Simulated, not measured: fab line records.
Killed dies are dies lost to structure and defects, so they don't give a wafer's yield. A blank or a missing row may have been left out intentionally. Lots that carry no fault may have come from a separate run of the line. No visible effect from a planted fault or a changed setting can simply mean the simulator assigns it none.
A lot that was struck, set against a sound lot -- flow n5_finfet -- 27 out of 1938 route steps
Sound: the wafers L429.2, L429.4, L429.5. Struck: wafer L434.3 (left out: L434.2, L434.4 of the same lot, which were not struck); the cause appears at the end.
Order at every step that has rows: each side's tool, ch and its chambers, its first start. Under that, the readings that differ: sound wafers -- struck wafers -- difference of the means -- sigmas: that difference in standard deviations of wafers without a fault.
alike: readings whose means differ by less than 2 such deviations, and words and numbers that are the same on both sides. not compared: withheld readings, readings that some wafer has no value for, bounds like >300 that may hide the same value, and numbers for which the record gives no deviation and whose values overlap.
Wherever a step has rows on one side only, a row that says differs or no value, or a row with sigmas, the two part there. Numbers that have no deviation but don't overlap get no sigmas and don't part them. Lack of a reading on every wafer of one side parts them only where that side has two or more wafers.

N5_BEOL_M4_THK_MEAS_53: measures by xrf.
  sound: film_metro-02 at day 8 02:41; struck: film_metro-02 at day 9 03:07
  alike: M4_THK
then, 1 step without rows for these wafers: N5_BEOL_M4_PRE_CLEAN_60 (time 15 s).
N5_BEOL_M4_CO_CAP_55: material Co, precursor CCTBA/H2, target thk 2 nm, time 102.1 s.
  sound on cvd_co-02 ch 0,1,2, day 8 02:46; struck on cvd_co-01 ch 1, day 9 03:15
  alike: heater_power_w
then, 1 step without rows for these wafers: N5_BEOL_M4_PRE_CLEAN_56 (time 15 s).
N5_BEOL_M4_DEP_57: deposits SiCN from 3MS/NH3, target thk 8 nm, time 14 s.
  sound on pecvd-02 ch 0,1,2, day 8 02:53; struck on pecvd-04 ch 1, day 9 03:22
  alike: showerhead_plenum_p_Torr, throttle_valve_pct
N5_BEOL_M4_RS_MEAS_58: measures by four-point-probe.
  sound: film_metro-01 at day 8 02:57; struck: film_metro-02 at day 9 03:26
  alike: M4_RS
N5_BEOL_M4_INSPECT_59: inspects for defects (darkfield).
  sound: defect_inspect-02 at day 8 02:59; struck: defect_inspect-02 at day 9 03:28
  alike: raw_defect_count
N5_BEOL_M4_RC_MEAS_101:
  sound on prober-02 ch 0, day 8 03:10; struck on prober-01 ch 0, day 9 03:38
  alike: DIBL_N, DIBL_P, IOFF_N, IOFF_P, ION_N, ION_P, SS_N, SS_P, VT_N, VT_P
N5_BEOL_M5_ILD_DEP_00: deposits SiCOH lowk from DEMS/porogen, target thk 140.64 nm, time 25.9 s.
  sound on pecvd-02 ch 0,1, day 8 03:58; struck on pecvd-02 ch 0, day 9 04:27
  alike: heater_power_w, showerhead_plenum_p_Torr, throttle_valve_pct
then, 1 step without rows for these wafers: N5_BEOL_M5_CURE_79 (cures SiCOH lowk, time 240 s).
N5_BEOL_M5_THK_MEAS_01:
  sound: film_metro-01 at day 8 04:33; struck: film_metro-01 at day 9 05:01
  alike: M5_ILD_THK
N5_BEOL_M5_PECVD_70: deposits SiO2 from TEOS/O2, target thk 16 nm, time 18 s.
  sound on pecvd-02 ch 1,2, day 8 04:35; struck on pecvd-03 ch 2, day 9 05:04
  alike: heater_power_w, showerhead_plenum_p_Torr, throttle_valve_pct
N5_BEOL_M5_HM_DEP_02: deposits TiN, target thk 20 nm.
  sound: pvd_sputter-02 at day 8 05:32; struck: pvd_sputter-02 at day 9 06:50
  alike: throttle_valve_pct
then, 9 steps without rows for these wafers: N5_BEOL_M5_COAT_59 (time 60 s, resist thk 60 nm); N5_BEOL_M5_COAT_60 (time 60 s, resist thk 12 nm); N5_BEOL_M5_COAT_71 (time 60 s, resist thk 5 nm); N5_BEOL_M5_COAT_05 (resist thk 30 nm); N5_BEOL_M5_EBR_07; N5_BEOL_M5_SOFTBAKE_06 (time 60 s); N5_BEOL_M5_EXPOSE_08 (exposes mask M5, target cd 28 nm); N5_BEOL_M5_PEB_09 (peb time 60 s); N5_BEOL_M5_DEVELOP_10 (develop time 30 s).
N5_BEOL_M5_CD_MEAS_11: the cd target is 27.74 nm.
  sound on cd_sem-02 ch 0, day 8 06:04; struck on cd_sem-03 ch 0, day 9 07:13
  alike: cd_nm
N5_BEOL_M5_OVL_MEAS_12:
  sound on overlay-01 ch 0, day 8 06:05; struck on overlay-02 ch 0, day 9 07:16
  alike: M5_OVL
N5_BEOL_M5_INSPECT_13: inspects for defects (brightfield).
  sound: defect_inspect-01 at day 8 06:09; struck: defect_inspect-02 at day 9 07:19
reading,sound,struck,difference,sigmas
raw_defect_count,276 332 343,1363,+1046,+13
N5_BEOL_M5_DESCUM_16: chemistry O2, time 7 s.
  sound on rie_diel-03 ch 0,1, day 8 06:11; struck on rie_diel-05 ch 3, day 9 07:21
reading,sound,struck,difference,sigmas
throttle_valve_pct (%),20.12 20.41 20.40,20.93,+0.62,+2
  alike: drypump_motor_current_A, oes_product_au, rf_vpp_V, showerhead_plenum_p_Torr
  not compared: rf_hours_counter_h
-- the record jumps here: 4 days lie between the struck wafers' starts before and after (it left off in module BEOL_M5 and takes up again in module PASSIVATION, whose first step shown is number 1936 of the route) --
N5_PASSIVATION_PROBE_49:
  rows exist in the record for the struck wafers here (prober-02, day 13 13:08), but not for the sound ones

== WHERE THEY PART ==
At N5_BEOL_M5_INSPECT_13 first; at N5_PASSIVATION_PROBE_49 last (within this record only).

WHY: what the simulator had put in
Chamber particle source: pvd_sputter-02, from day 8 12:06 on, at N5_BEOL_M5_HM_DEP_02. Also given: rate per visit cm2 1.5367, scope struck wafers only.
